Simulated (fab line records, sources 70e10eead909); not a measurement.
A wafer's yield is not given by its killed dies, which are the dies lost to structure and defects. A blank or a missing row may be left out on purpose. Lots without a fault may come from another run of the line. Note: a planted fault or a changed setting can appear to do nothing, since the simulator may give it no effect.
Chamber matching :: flow nand_harc :: rie_si-01 running NHARC_P_STI_ETCH_15: 4 sister chambers
The step etches the open film in HBr/Cl2, target depth 300 nm, time 100.1 s. 4 wafers are shown with their chamber, then 10 later ones without.

## WAFERS, EACH WITH ITS CHAMBER
wafer: L091.1
chamber: 2
drypump_motor_current_A (A): 5.8

wafer: L091.6
chamber: 1
drypump_motor_current_A (A): 5.8

wafer: L092.1
chamber: 3
drypump_motor_current_A (A): 6.3

wafer: L092.3
chamber: 0
drypump_motor_current_A (A): 5.2

## WAFERS WHOSE CHAMBER IS MISSING
wafer: L092.4
drypump_motor_current_A (A): 5.8

wafer: L093.1
drypump_motor_current_A (A): 5.8

wafer: L093.5
drypump_motor_current_A (A): 5.9

wafer: L093.6
drypump_motor_current_A (A): 6.3

wafer: L096.2
drypump_motor_current_A (A): 5.8

wafer: L096.5
drypump_motor_current_A (A): 5.8

wafer: L096.6
drypump_motor_current_A (A): 5.2

wafer: L097.2
drypump_motor_current_A (A): 6.3

wafer: L097.4
drypump_motor_current_A (A): 5.8

wafer: L097.5
drypump_motor_current_A (A): 5.9

## EACH ONE'S CHAMBER
wafer: L092.4
from the rows above: can't be placed: 1 or 2
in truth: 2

wafer: L093.1
from the rows above: can't be placed: 1 or 2
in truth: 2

wafer: L093.5
from the rows above: can't be placed: 1 or 2
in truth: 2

wafer: L093.6
from the rows above: 3
in truth: 3

wafer: L096.2
from the rows above: can't be placed: 1 or 2
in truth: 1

wafer: L096.5
from the rows above: can't be placed: 1 or 2
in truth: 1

wafer: L096.6
from the rows above: 0
in truth: 0

wafer: L097.2
from the rows above: 3
in truth: 3

wafer: L097.4
from the rows above: can't be placed: 1 or 2
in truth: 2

wafer: L097.5
from the rows above: can't be placed: 1 or 2
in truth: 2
Correctly placed: 3 of 10. From these rows, 7 cannot be placed; in 7 the true chamber is one of the candidates. Placed wrongly: 0.
How it was worked out, from the rows above alone: a wafer's distance from a chamber is the root of the sum, over the readings, of the square of ((its reading less the chamber's mean) divided by the reading's scatter). If the next closest chamber is less than 2 further off than the closest, the wafer can't be placed; otherwise it belongs to the closest. The mean given for a chamber averages the wafers shown for that chamber. The scatter: with one shown wafer a chamber, the root of the mean of the squares of how far each hidden wafer lies from its nearest shown one.
